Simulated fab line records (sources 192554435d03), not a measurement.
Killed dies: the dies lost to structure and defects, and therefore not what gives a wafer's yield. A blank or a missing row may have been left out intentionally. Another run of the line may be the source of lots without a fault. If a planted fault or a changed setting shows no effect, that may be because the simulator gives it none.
fab line records    flow n5-finfet
record lots=24  wafers=72  last-day=17
route steps=1938 shown BEOL_M15@1812 MIM_TOP@1834 MIM_TOP_LITHO@1850
lots that met no fault: taken from a fault-free run of the same line
start-h: the number of hours between the record's first day and the start of the first shown wafer of the lot    wait-h: hours from the lot's prior step to this one    " the same as in the row above    L1.1+2: a single row standing in for several wafers    - no value, or no start was given    * or withheld: withheld    < > ~ a bound
route shown NAME@n: names a module that has steps shown in the file, with the first one's number in the route    usual: mean/standard deviation of fault-free wafers    same: alike in all rows    chamber/n: place in a boat    sites: the reading at each site    _std_site: their standard deviation    _edge_site: outer sites' mean less inner sites'    radius-mm: how far each site lies from the wafer's centre    mask NAME#n: copy n    behind: tool/chamber where the wafer was last shaped    hold: cause of the lot's hold/its duration in hours/its outcome    device: whichever transistor did not switch (one of n, p or np)    end of line: tests of these same wafers at the route's end    a step given without rows: its recipe and nothing more    killed: not the wafer's yield, but the dies lost to structure and defects at the first sort    map: a wafer's dies, x killed, . not, _ none there
set.NAME: the setting the step ran with; set.NAME@STEP: the setting that earlier step ran with    model.NAME: the simulator's own value behind a step, which no gauge read
one table for each step of the route and one row for each wafer, over a sample of lots
services: from which hour (start-h, from the record's first day; less than 0 if before it) a tool's chamber was out of use, for how many hours, and why
## steps
# step N5_BEOL_M15_STRIP_62
# recipe chemistry=O2  power-w=600  temp-c=60  pressure-mtorr=30  rf-frequency-hz=6e+07  bias-power-w=0  overash-fraction=0.3  o2-flow-sccm=225
# usual drypump-motor-current-A=5.7/0.42  oes-product-au=0.78/0.074  rf-vpp-V=3.6/0.46  showerhead-plenum-p-Torr=2.09/0.056  throttle-valve-pct=16.76/0.26
# same overash-fraction=0.3
lot.wafer  tool         chamber  start-h  wait-h  drypump-motor-current-A  oes-product-au  rf-hours-counter-h  rf-vpp-V  showerhead-plenum-p-Torr  throttle-valve-pct
L074.2     rie-diel-02  3        -        -       5.7                      0.66            265                 3.1       2.06                      17.15
L074.3     "            2        "        "       6.0                      0.72            164                 3.5       2.09                      17.02
L074.5     "            2        "        "       6.0                      0.72            -                   3.3       2.09                      17.02
L075.3     rie-diel-05  1        -        -       5.9                      0.83            61                  3.4       2.02                      16.35
L075.4     "            2        "        "       6.0                      0.78            122                 3.5       2.11                      16.77
L075.6     "            1        "        "       5.8                      0.83            -                   4.3       2.02                      16.37
L076.3     rie-diel-04  0        -        -       5.4                      0.75            154                 3.2       2.02                      16.71
L076.4     "            2        "        "       5.3                      0.90            30                  4.4       2.13                      16.27
L076.6     "            3        "        "       5.4                      0.86            -                   3.6       2.15                      16.56
L077.1     rie-diel-05  3        -        -       5.8                      0.73            199                 3.9       2.15                      16.98
L077.3     "            1        "        "       5.8                      0.83            67                  3.5       2.02                      16.37
L077.4     "            2        "        "       5.9                      0.77            129                 3.5       2.11                      16.80
L078.1     rie-diel-02  1        -        -       6.3                      1.00            1                   3.5       2.25                      16.52
L078.3     "            2        "        "       6.0                      0.72            175                 3.5       2.08                      17.04
L078.5     "            2        "        "       5.9                      0.73            -                   3.7       2.08                      17.04
L081.1     rie-diel-05  2        -        -       5.9                      0.77            136                 3.7       2.11                      16.79
L081.2     "            3        "        "       5.8                      0.71            206                 4.0       2.15                      17.00
L081.3     "            0        "        "       4.9                      0.76            161                 3.8       2.08                      17.00
L079.1     rie-diel-02  2        -        -       6.0                      0.72            181                 3.3       2.08                      17.05
L079.4     "            2        "        "       5.9                      0.73            -                   4.2       2.08                      17.06
L079.6     "            1        "        "       6.3                      0.96            -                   3.5       2.24                      16.52
L080.1     rie-diel-04  0        -        -       5.4                      0.75            162                 3.8       2.02                      16.74
L080.2     "            1        "        "       6.4                      0.84            76                  4.0       2.11                      16.74
L080.4     "            2        "        "       5.3                      0.90            37                  3.7       2.13                      16.30
L082.2     rie-diel-05  2        -        -       5.9                      0.76            140                 3.7       2.11                      16.82
L082.4     "            0        "        "       5.0                      0.76            164                 3.9       2.08                      17.02
L082.6     "            1        "        "       5.8                      0.82            -                   3.4       2.02                      16.38
L083.3     rie-diel-04  3        -        -       5.4                      0.84            72                  4.3       2.14                      16.58
L083.5     "            2        "        "       5.3                      0.87            -                   3.7       2.12                      16.30
L083.6     "            3        "        "       5.4                      0.85            -                   3.2       2.14                      16.59
L084.3     rie-diel-05  1        -        -       5.8                      0.81            82                  3.3       2.01                      16.38
L084.4     "            2        "        "       5.9                      0.76            144                 3.9       2.10                      16.80
L084.5     "            1        "        "       5.8                      0.81            -                   3.5       2.01                      16.39
L085.3     rie-diel-04  3        -        -       5.4                      0.84            76                  3.0       2.14                      16.61
L085.5     "            0        "        "       5.4                      0.74            -                   4.0       2.01                      16.74
L085.6     "            1        "        "       6.4                      0.82            -                   3.8       2.11                      16.76
L086.2     rie-diel-04  3        -        -       5.4                      0.84            76                  3.8       2.14                      16.60
L086.3     "            1        "        "       6.4                      0.82            88                  3.0       2.11                      16.77
L086.5     "            1        "        "       6.4                      0.82            -                   3.4       2.11                      16.77
L088.3     rie-diel-04  1        -        -       6.4                      0.83            89                  4.0       2.11                      16.76
L088.4     "            3        "        "       5.4                      0.85            78                  3.9       2.14                      16.60
L088.6     "            0        "        "       5.4                      0.75            -                   3.0       2.01                      16.75
L087.2     rie-diel-04  0        -        -       5.4                      0.73            176                 4.3       2.01                      16.76
L087.3     "            2        "        "       5.3                      0.86            52                  2.8       2.12                      16.33
L087.4     "            3        "        "       5.4                      0.85            79                  3.7       2.14                      16.61
L089.4     rie-diel-05  3        -        -       5.8                      0.71            222                 4.1       2.14                      17.02
L089.5     "            0        "        "       5.0                      0.75            -                   4.2       2.07                      17.05
L089.6     "            1        "        "       5.8                      0.80            -                   4.1       2.01                      16.41
L091.1     rie-diel-05  3        -        -       5.9                      0.71            223                 4.1       2.14                      17.04
L091.2     "            0        "        "       5.0                      0.74            179                 4.1       2.07                      17.05
L091.5     "            2        "        "       5.9                      0.76            -                   2.5       2.10                      16.83
L090.3     rie-diel-05  1        -        -       5.8                      0.79            94                  3.8       2.01                      16.40
L090.4     "            0        "        "       5.0                      0.75            181                 4.2       2.07                      17.06
L090.5     "            1        "        "       5.8                      0.80            -                   3.1       2.01                      16.42
L093.1     rie-diel-05  3        -        -       5.8                      0.70            230                 3.4       2.14                      17.05
L093.2     "            2        "        "       5.9                      0.74            161                 2.4       2.10                      16.85
L093.3     "            1        "        "       5.8                      0.79            99                  4.3       2.01                      16.41
L092.1     rie-diel-04  0        -        -       5.4                      0.73            187                 3.3       2.01                      16.78
L092.2     "            3        "        "       5.4                      0.82            90                  3.2       2.13                      16.61
L092.3     "            1        "        "       6.4                      0.81            102                 3.5       2.10                      16.79
L095.1     rie-diel-05  1        -        -       5.8                      0.78            103                 3.8       2.01                      16.42
L095.2     "            3        "        "       5.8                      0.70            234                 4.1       2.14                      17.06
L095.3     "            2        "        "       5.9                      0.74            164                 3.3       2.10                      16.84
L094.2     rie-diel-02  1        -        -       6.3                      0.90            39                  3.5       2.23                      16.60
L094.4     "            3        "        "       5.7                      0.93            22                  4.2       2.05                      16.69
L094.5     "            3        "        "       5.7                      0.93            -                   4.4       2.05                      16.68
L097.1     rie-diel-05  2        -        -       5.9                      0.73            164                 4.2       2.10                      16.85
L097.3     "            0        "        "       5.0                      0.73            191                 3.6       2.07                      17.07
L097.6     "            2        "        "       5.9                      0.73            -                   3.9       2.10                      16.86
L096.2     rie-diel-02  2        -        -       6.0                      0.69            213                 3.5       2.07                      17.11
L096.3     "            0        "        "       6.1                      0.88            31                  3.5       2.13                      16.58
L096.4     "            3        "        "       5.7                      0.93            22                  3.4       2.05                      16.70
# step N5_BEOL_M15_DEGAS_41
# recipe ambient=vacuum  temp-c=300  time-s=60
# usual heater-power-w=469/44
lot.wafer  tool            chamber  start-h  wait-h  heater-power-w
L074.2     pvd-sputter-01  -        248.99   0.8     492
L074.3     "               -        "        "       437
L074.5     "               -        "        "       507
L075.3     pvd-sputter-03  -        250.72   0.2     502
L075.4     "               -        "        "       557
L075.6     "               -        "        "       496
L076.3     pvd-sputter-03  -        269.23   0.1     388
L076.4     "               -        "        "       417
L076.6     "               -        "        "       384
L077.1     pvd-sputter-03  -        269.55   0.1     392
L077.3     "               -        "        "       400
L077.4     "               -        "        "       499
L078.1     pvd-sputter-03  -        275.26   0.2     545
L078.3     "               -        "        "       407
L078.5     "               -        "        "       492
L081.1     pvd-sputter-02  -        291.19   0.3     487
L081.2     "               -        "        "       458
L081.3     "               -        "        "       490
L079.1     pvd-sputter-01  -        291.50   0.6     487
L079.4     "               -        "        "       439
L079.6     "               -        "        "       447
L080.1     pvd-sputter-03  -        298.10   3.1     512
L080.2     "               -        "        "       395
L080.4     "               -        "        "       564
L082.2     pvd-sputter-01  -        305.37   0.3     442
L082.4     "               -        "        "       506
L082.6     "               -        "        "       455
L083.3     pvd-sputter-01  -        318.80   0.4     449
L083.5     "               -        "        "       447
L083.6     "               -        "        "       477
L084.3     pvd-sputter-02  -        322.56   0.3     542
L084.4     "               -        "        "       451
L084.5     "               -        "        "       436
L085.3     pvd-sputter-01  -        331.71   0.4     437
L085.5     "               -        "        "       443
L085.6     "               -        "        "       454
L086.2     pvd-sputter-01  -        333.07   1.0     498
L086.3     "               -        "        "       455
L086.5     "               -        "        "       455
L088.3     pvd-sputter-02  -        335.68   0.1     457
L088.4     "               -        "        "       478
L088.6     "               -        "        "       536
L087.2     pvd-sputter-01  -        341.09   0.5     443
L087.3     "               -        "        "       492
L087.4     "               -        "        "       455
L089.4     pvd-sputter-03  -        344.51   0.2     514
L089.5     "               -        "        "       399
L089.6     "               -        "        "       504
L091.1     pvd-sputter-01  -        349.96   0.5     445
L091.2     "               -        "        "       443
L091.5     "               -        "        "       458
L090.3     pvd-sputter-01  -        356.64   0.3     489
L090.4     "               -        "        "       476
L090.5     "               -        "        "       475
L093.1     pvd-sputter-02  -        373.41   0.6     454
L093.2     "               -        "        "       545
L093.3     "               -        "        "       485
L092.1     pvd-sputter-02  -        379.25   0.1     476
L092.2     "               -        "        "       455
L092.3     "               -        "        "       536
L095.1     pvd-sputter-01  -        384.26   0.2     431
L095.2     "               -        "        "       482
L095.3     "               -        "        "       442
L094.2     pvd-sputter-02  -        384.27   0.1     464
L094.4     "               -        "        "       477
L094.5     "               -        "        "       487
L097.1     pvd-sputter-01  -        384.58   0.3     449
L097.3     "               -        "        "       446
L097.6     "               -        "        "       439
L096.2     pvd-sputter-03  -        384.62   0.2     516
L096.3     "               -        "        "       416
L096.4     "               -        "        "       552
# step N5_BEOL_M15_ANNEAL_48
# recipe temp-c=225  time-s=90  ambient=N2
# usual wafer_temp_C_max=226.7/0.39
lot.wafer  tool           chamber  start-h  wait-h  wafer_temp_C_max
L074.2     rtp-anneal-01  0        249.65   0.2     226.5
L074.3     "              0        "        "       226.6
L074.5     "              0        "        "       226.5
L075.3     rtp-anneal-02  0        251.46   0.2     226.9
L075.4     "              0        "        "       227.0
L075.6     "              0        "        "       226.8
L076.3     rtp-anneal-01  0        269.92   0.2     226.8
L076.4     "              0        "        "       226.9
L076.6     "              0        "        "       226.8
L077.1     rtp-anneal-02  0        270.45   0.5     227.0
L077.3     "              0        "        "       227.0
L077.4     "              0        "        "       227.4
L078.1     rtp-anneal-02  0        276.08   0.4     226.7
L078.3     "              0        "        "       226.8
L078.5     "              0        "        "       227.1
L081.1     rtp-anneal-01  0        291.96   0.3     227.0
L081.2     "              0        "        "       226.5
L081.3     "              0        "        "       226.4
L079.1     rtp-anneal-02  0        293.44   1.5     227.2
L079.4     "              0        "        "       227.1
L079.6     "              0        "        "       226.7
L080.1     rtp-anneal-01  0        298.69   0.2     226.1
L080.2     "              0        "        "       226.7
L080.4     "              0        "        "       226.7
L082.2     rtp-anneal-02  0        306.06   0.3     226.6
L082.4     "              0        "        "       227.1
L082.6     "              0        "        "       226.2
L083.3     rtp-anneal-02  0        319.91   0.6     226.6
L083.5     "              0        "        "       227.7
L083.6     "              0        "        "       226.1
L084.3     rtp-anneal-02  0        323.25   0.2     227.2
L084.4     "              0        "        "       226.9
L084.5     "              0        "        "       226.6
L085.3     rtp-anneal-01  0        333.47   0.3     226.5
L085.5     "              0        "        "       226.5
L085.6     "              0        "        "       226.9
L086.2     rtp-anneal-02  0        333.92   0.4     226.7
L086.3     "              0        "        "       227.1
L086.5     "              0        "        "       226.7
L088.3     rtp-anneal-02  0        336.37   0.2     227.7
L088.4     "              0        "        "       228.4
L088.6     "              0        "        "       226.8
L087.2     rtp-anneal-02  0        341.73   0.2     226.9
L087.3     "              0        "        "       227.5
L087.4     "              0        "        "       226.6
L089.4     rtp-anneal-01  0        345.44   0.4     226.6
L089.5     "              0        "        "       226.2
L089.6     "              0        "        "       226.7
L091.1     rtp-anneal-01  0        350.67   0.3     226.2
L091.2     "              0        "        "       226.6
L091.5     "              0        "        "       226.4
L090.3     rtp-anneal-01  0        357.33   0.2     226.6
L090.4     "              0        "        "       227.1
L090.5     "              0        "        "       226.8
L093.1     rtp-anneal-02  0        374.01   0.2     226.0
L093.2     "              0        "        "       226.3
L093.3     "              0        "        "       226.3
L092.1     rtp-anneal-01  0        379.85   0.2     227.2
L092.2     "              0        "        "       227.0
L092.3     "              0        "        "       226.4
L095.1     rtp-anneal-01  0        384.91   0.2     226.6
L095.2     "              0        "        "       226.5
L095.3     "              0        "        "       226.4
L094.2     rtp-anneal-02  0        385.12   0.4     226.9
L094.4     "              0        "        "       226.8
L094.5     "              0        "        "       226.7
L097.1     rtp-anneal-02  0        385.35   0.3     226.4
L097.3     "              0        "        "       226.8
L097.6     "              0        "        "       226.3
L096.2     rtp-anneal-02  0        385.66   0.6     226.9
L096.3     "              0        "        "       226.6
L096.4     "              0        "        "       226.2
# step N5_BEOL_M15_INSPECT_55
# recipe inspect-instrument=darkfield  mode=post-dep
# usual raw-defect-count=67/24
lot.wafer  tool               chamber  start-h  wait-h  raw-defect-count
L074.2     defect-inspect-02  -        250.37   0.0     112
L074.3     "                  -        "        "       61
L074.5     "                  -        "        "       63
L075.3     defect-inspect-02  -        252.12   0.0     82
L075.4     "                  -        "        "       93
L075.6     "                  -        "        "       78
L076.3     defect-inspect-02  -        270.58   0.0     85
L076.4     "                  -        "        "       72
L076.6     "                  -        "        "       58
L077.1     defect-inspect-01  -        271.19   0.0     65
L077.3     "                  -        "        "       96
L077.4     "                  -        "        "       57
L078.1     defect-inspect-01  -        276.83   0.0     59
L078.3     "                  -        "        "       59
L078.5     "                  -        "        "       46
L081.1     defect-inspect-02  -        292.71   0.0     91
L081.2     "                  -        "        "       60
L081.3     "                  -        "        "       100
L079.1     defect-inspect-02  -        294.18   0.0     66
L079.4     "                  -        "        "       71
L079.6     "                  -        "        "       88
L080.1     defect-inspect-02  -        299.47   0.0     72
L080.2     "                  -        "        "       70
L080.4     "                  -        "        "       81
L082.2     defect-inspect-01  -        306.99   0.0     107
L082.4     "                  -        "        "       147
L082.6     "                  -        "        "       130
L083.3     defect-inspect-01  -        320.57   0.0     57
L083.5     "                  -        "        "       42
L083.6     "                  -        "        "       67
L084.3     defect-inspect-02  -        323.91   0.0     49
L084.4     "                  -        "        "       68
L084.5     "                  -        "        "       69
L085.3     defect-inspect-01  -        334.31   0.0     40
L085.5     "                  -        "        "       42
L085.6     "                  -        "        "       30
L086.2     defect-inspect-01  -        334.62   0.0     123
L086.3     "                  -        "        "       35
L086.5     "                  -        "        "       76
L088.3     defect-inspect-02  -        337.03   0.0     53
L088.4     "                  -        "        "       56
L088.6     "                  -        "        "       46
L087.2     defect-inspect-02  -        342.47   0.0     54
L087.3     "                  -        "        "       61
L087.4     "                  -        "        "       96
L089.4     defect-inspect-01  -        346.09   0.0     36
L089.5     "                  -        "        "       51
L089.6     "                  -        "        "       58
L091.1     defect-inspect-01  -        351.42   0.0     48
L091.2     "                  -        "        "       74
L091.5     "                  -        "        "       63
L090.3     defect-inspect-01  -        357.99   0.0     45
L090.4     "                  -        "        "       43
L090.5     "                  -        "        "       60
L093.1     defect-inspect-01  -        374.89   0.0     37
L093.2     "                  -        "        "       85
L093.3     "                  -        "        "       59
L092.1     defect-inspect-02  -        380.59   0.0     66
L092.2     "                  -        "        "       55
L092.3     "                  -        "        "       155
L095.1     defect-inspect-01  -        385.66   0.0     70
L095.2     "                  -        "        "       67
L095.3     "                  -        "        "       41
L094.2     defect-inspect-01  -        385.86   0.0     57
L094.4     "                  -        "        "       81
L094.5     "                  -        "        "       94
L097.1     defect-inspect-02  -        386.09   0.0     95
L097.3     "                  -        "        "       85
L097.6     "                  -        "        "       68
L096.2     defect-inspect-02  -        386.38   0.0     74
L096.3     "                  -        "        "       43
L096.4     "                  -        "        "       97
# step N5_MIM_TOP_ALD_00
# recipe material=Al2O3  target-thk-a=*  temp-c=withheld  ald-precursor-family=TMA  ald-co-reactant=O3  pulse-time-s=withheld  purge-time-s=3  co-reactant-purge-time-s=withheld  co-reactant-pulse-time-s=3  ald-cycles=withheld
# usual precursor-pulse-height-rel=0.999/0.019
lot.wafer  tool       chamber  start-h  wait-h  precursor-pulse-height-rel
L074.2     ald-hk-01  1        253.30   0.1     1.011
L074.3     "          0        "        "       1.003
L074.5     "          2        "        "       0.973
L075.3     ald-hk-03  0        253.73   0.1     0.989
L075.4     "          1        "        "       1.017
L075.6     "          2        "        "       0.996
L076.3     ald-hk-02  1        274.89   0.1     0.997
L076.4     "          0        "        "       1.017
L076.6     "          0        "        "       1.028
L077.1     ald-hk-01  0        275.18   0.1     0.998
L077.3     "          1        "        "       0.993
L077.4     "          3        "        "       0.987
L078.1     ald-hk-03  1        278.64   0.1     1.001
L078.3     "          3        "        "       1.002
L078.5     "          0        "        "       0.980
L081.1     ald-hk-01  3        294.38   0.1     0.976
L081.2     "          2        "        "       1.016
L081.3     "          0        "        "       0.996
L079.1     ald-hk-03  2        298.98   0.1     1.005
L079.4     "          3        "        "       1.031
L079.6     "          2        "        "       0.974
L080.1     ald-hk-02  1        300.79   0.1     1.011
L080.2     "          0        "        "       0.992
L080.4     "          2        "        "       0.992
L082.2     ald-hk-03  3        311.86   0.1     0.998
L082.4     "          0        "        "       1.013
L082.6     "          1        "        "       0.946
L083.3     ald-hk-02  2        322.12   0.1     1.002
L083.5     "          2        "        "       0.993
L083.6     "          3        "        "       0.986
L084.3     ald-hk-03  3        325.63   0.1     0.990
L084.4     "          0        "        "       1.019
L084.5     "          0        "        "       0.982
L085.3     ald-hk-02  2        335.56   0.1     1.002
L085.5     "          0        "        "       0.993
L085.6     "          3        "        "       1.015
L086.2     ald-hk-03  1        336.22   0.1     1.002
L086.3     "          3        "        "       0.975
L086.5     "          2        "        "       1.012
L088.3     ald-hk-01  1        339.51   0.1     1.013
L088.4     "          3        "        "       1.000
L088.6     "          1        "        "       0.977
L087.2     ald-hk-01  1        344.09   0.1     1.031
L087.3     "          2        "        "       0.993
L087.4     "          3        "        "       0.977
L089.4     ald-hk-03  2        347.46   0.1     1.043
L089.5     "          3        "        "       0.995
L089.6     "          2        "        "       0.981
L091.1     ald-hk-03  1        354.24   0.1     0.985
L091.2     "          0        "        "       1.025
L091.5     "          3        "        "       0.997
L090.3     ald-hk-03  3        359.44   0.1     0.982
L090.4     "          2        "        "       1.006
L090.5     "          1        "        "       1.020
L093.1     ald-hk-01  3        376.31   0.1     0.986
L093.2     "          0        "        "       0.974
L093.3     "          2        "        "       1.007
L092.1     ald-hk-01  0        382.66   0.1     1.013
L092.2     "          3        "        "       0.972
L092.3     "          1        "        "       0.993
L095.1     ald-hk-03  1        387.46   0.1     1.012
L095.2     "          0        "        "       0.999
L095.3     "          2        "        "       0.985
L094.2     ald-hk-02  2        387.51   0.1     0.988
L094.4     "          1        "        "       0.982
L094.5     "          2        "        "       0.998
L097.1     ald-hk-01  0        388.23   0.1     0.992
L097.3     "          2        "        "       1.006
L097.6     "          1        "        "       1.055
L096.2     ald-hk-03  0        388.24   0.1     1.027
L096.3     "          2        "        "       1.001
L096.4     "          3        "        "       0.993
# step N5_MIM_TOP_LITHO_DESCUM_10
# recipe chemistry=O2  time-s=7.9  source-power-w=50  bias-power-w=20  pressure-mtorr=20  rf-frequency-hz=2.712e+07  temp-c=40  o2-flow-sccm=225
# usual drypump-motor-current-A=5.8/0.52  oes-product-au=0.78/0.046  rf-vpp-V=243.2/1.4  showerhead-plenum-p-Torr=2.09/0.072  throttle-valve-pct=20.56/0.25
lot.wafer  tool         chamber  start-h  wait-h  drypump-motor-current-A  oes-product-au  rf-hours-counter-h  rf-vpp-V  showerhead-plenum-p-Torr  throttle-valve-pct
L074.2     rie-diel-03  0        254.39   0.0     5.5                      0.87            39                  245.3     2.13                      20.37
L074.3     "            1        "        "       6.5                      0.76            140                 243.6     2.09                      20.90
L074.5     "            2        "        "       5.7                      0.75            -                   242.8     1.99                      20.47
L075.3     rie-diel-06  3        254.75   0.0     6.7                      0.85            69                  244.2     2.20                      20.39
L075.4     "            0        "        "       6.4                      0.82            75                  244.9     2.19                      19.94
L075.6     "            3        "        "       6.7                      0.84            -                   245.9     2.20                      20.38
L076.3     rie-diel-06  0        276.14   0.0     6.4                      0.82            81                  244.7     2.19                      19.93
L076.4     "            3        "        "       6.8                      0.84            75                  245.0     2.20                      20.39
L076.6     "            0        "        "       6.4                      0.82            -                   244.6     2.19                      19.94
L077.1     rie-diel-06  3        278.59   0.0     6.8                      0.84            76                  244.7     2.20                      20.40
L077.3     "            2        "        "       5.1                      0.69            198                 240.8     1.99                      20.67
L077.4     "            0        "        "       6.4                      0.81            82                  244.4     2.19                      19.94
L078.1     rie-diel-03  2        282.01   0.0     5.8                      0.74            193                 242.7     1.99                      20.48
L078.3     "            0        "        "       5.5                      0.86            49                  244.4     2.12                      20.39
L078.5     "            0        "        "       5.5                      0.85            -                   244.0     2.12                      20.39
L081.1     rie-diel-03  0        296.03   0.1     5.6                      0.84            55                  243.8     2.12                      20.39
L081.2     "            2        "        "       5.8                      0.74            199                 241.7     1.99                      20.49
L081.3     "            1        "        "       6.5                      0.75            152                 243.8     2.09                      20.91
L079.1     rie-diel-03  0        300.20   0.3     5.6                      0.84            55                  243.7     2.12                      20.38
L079.4     "            1        "        "       6.5                      0.75            153                 243.1     2.09                      20.92
L079.6     "            2        "        "       5.8                      0.73            -                   242.0     1.99                      20.49
L080.1     rie-diel-03  2        302.61   0.0     5.8                      0.74            200                 241.7     1.99                      20.48
L080.2     "            0        "        "       5.6                      0.85            56                  244.4     2.12                      20.39
L080.4     "            3        "        "       5.3                      0.81            105                 244.8     2.20                      20.60
L082.2     rie-diel-01  3        315.94   0.1     5.5                      0.77            142                 242.9     2.08                      20.67
L082.4     "            1        "        "       6.0                      0.82            121                 241.7     2.03                      20.98
L082.6     "            0        "        "       5.2                      0.78            -                   243.4     2.10                      20.25
L083.3     rie-diel-03  2        325.57   0.0     5.8                      0.73            208                 242.0     1.99                      20.52
L083.5     "            2        "        "       5.8                      0.73            -                   240.9     1.99                      20.53
L083.6     "            1        "        "       6.6                      0.74            -                   243.5     2.09                      20.91
L084.3     rie-diel-03  1        326.82   0.2     6.5                      0.75            163                 243.1     2.08                      20.92
L084.4     "            1        "        "       6.6                      0.74            -                   243.4     2.09                      20.93
L084.5     "            2        "        "       5.8                      0.72            -                   241.1     1.99                      20.51
L085.3     rie-diel-03  2        336.95   0.1     5.8                      0.73            212                 241.1     1.98                      20.53
L085.5     "            0        "        "       5.6                      0.83            -                   242.2     2.12                      20.40
L085.6     "            3        "        "       5.3                      0.81            -                   245.4     2.20                      20.62
L086.2     rie-diel-03  3        339.43   0.1     5.3                      0.81            114                 243.6     2.20                      20.62
L086.3     "            2        "        "       5.8                      0.73            214                 240.3     1.98                      20.52
L086.5     "            3        "        "       5.3                      0.81            -                   244.7     2.20                      20.62
L088.3     rie-diel-01  0        340.97   0.0     5.2                      0.77            140                 242.8     2.10                      20.25
L088.4     "            2        "        "       6.3                      0.80            94                  243.7     2.09                      20.48
L088.6     "            2        "        "       6.3                      0.81            -                   243.5     2.09                      20.48
L087.2     rie-diel-01  3        345.19   0.0     5.5                      0.75            154                 241.9     2.08                      20.69
L087.3     "            0        "        "       5.2                      0.77            142                 243.9     2.10                      20.25
L087.4     "            2        "        "       6.3                      0.81            96                  242.3     2.09                      20.52
L089.4     rie-diel-01  0        349.76   0.2     5.2                      0.77            144                 242.2     2.10                      20.27
L089.5     "            2        "        "       6.3                      0.80            -                   243.9     2.09                      20.51
L089.6     "            3        "        "       5.5                      0.75            -                   242.1     2.07                      20.71
L091.1     rie-diel-06  1        356.63   0.0     5.7                      0.80            116                 243.0     2.12                      20.61
L091.2     "            3        "        "       6.8                      0.81            104                 246.9     2.19                      20.44
L091.5     "            3        "        "       6.8                      0.81            -                   243.5     2.19                      20.43
L090.3     rie-diel-06  3        362.27   0.0     6.7                      0.81            106                 245.4     2.19                      20.43
L090.4     "            1        "        "       5.7                      0.80            119                 243.7     2.12                      20.60
L090.5     "            1        "        "       5.7                      0.79            -                   243.5     2.12                      20.60
L093.1     rie-diel-06  3        378.81   0.0     6.8                      0.79            113                 245.0     2.18                      20.45
L093.2     "            1        "        "       5.7                      0.79            126                 242.8     2.12                      20.61
L093.3     "            2        "        "       5.1                      0.67            237                 241.5     1.98                      20.72
L092.1     rie-diel-03  2        384.35   0.2     5.8                      0.72            229                 241.6     1.98                      20.54
L092.2     "            3        "        "       5.3                      0.80            129                 245.6     2.19                      20.64
L092.3     "            1        "        "       6.6                      0.73            183                 245.0     2.08                      20.94
L095.1     rie-diel-01  0        391.24   0.6     5.2                      0.75            158                 241.9     2.09                      20.27
L095.2     "            2        "        "       6.3                      0.79            112                 241.2     2.08                      20.53
L095.3     "            3        "        "       5.5                      0.73            172                 243.1     2.07                      20.72
L094.2     rie-diel-01  3        391.30   0.5     5.5                      0.74            172                 243.6     2.07                      20.73
L094.4     "            1        "        "       6.0                      0.78            146                 240.8     2.02                      20.99
L094.5     "            0        "        "       5.2                      0.76            -                   243.5     2.09                      20.29
L097.1     rie-diel-01  1        391.44   0.3     6.0                      0.78            146                 241.7     2.02                      20.98
L097.3     "            3        "        "       5.5                      0.74            172                 242.6     2.07                      20.72
L097.6     "            3        "        "       5.5                      0.74            -                   242.5     2.07                      20.72
L096.2     rie-diel-06  2        391.58   0.3     5.1                      0.66            242                 241.3     1.98                      20.74
L096.3     "            3        "        "       6.8                      0.80            117                 243.4     2.18                      20.45
L096.4     "            1        "        "       5.7                      0.79            131                 243.8     2.12                      20.62
## services
tool           chamber  start-h  hours  kind
rie-diel-05    2        233.75   3.4    repair
ald-hk-01      -        239.80   4.3    pm
rtp-anneal-01  -        244.69   2.8    pm
rie-diel-02    1        255.03   -      clean
rie-diel-02    1        255.03   -      consumable-replace:focus-ring
rie-diel-02    1        255.03   -      consumable-replace:showerhead
rie-diel-02    1        255.03   15.8   scheduled-down
rie-diel-02    1        255.03   15.8   vent-cycle
rie-diel-02    -        256.05   0.7    repair
rie-diel-02    0        260.26   18.6   repair
rie-diel-03    1        275.76   6.8    repair
rie-diel-02    0        278.93   -      clean
rie-diel-02    0        278.93   -      consumable-replace:focus-ring
rie-diel-02    0        278.93   18.1   scheduled-down
rie-diel-02    0        278.93   18.1   vent-cycle
ald-hk-01      -        305.07   8.7    pm
rie-diel-04    1        309.85   1.3    repair
rie-diel-06    -        314.19   0.5    repair
rie-diel-03    -        329.47   4.0    pm
ald-hk-02      -        332.59   0.8    repair
rie-diel-01    1        365.34   4.0    repair
rie-diel-06    0        377.23   6.7    repair
ald-hk-02      -        384.64   1.0    repair
rie-diel-04    -        387.79   4.3    pm
## key
fault none
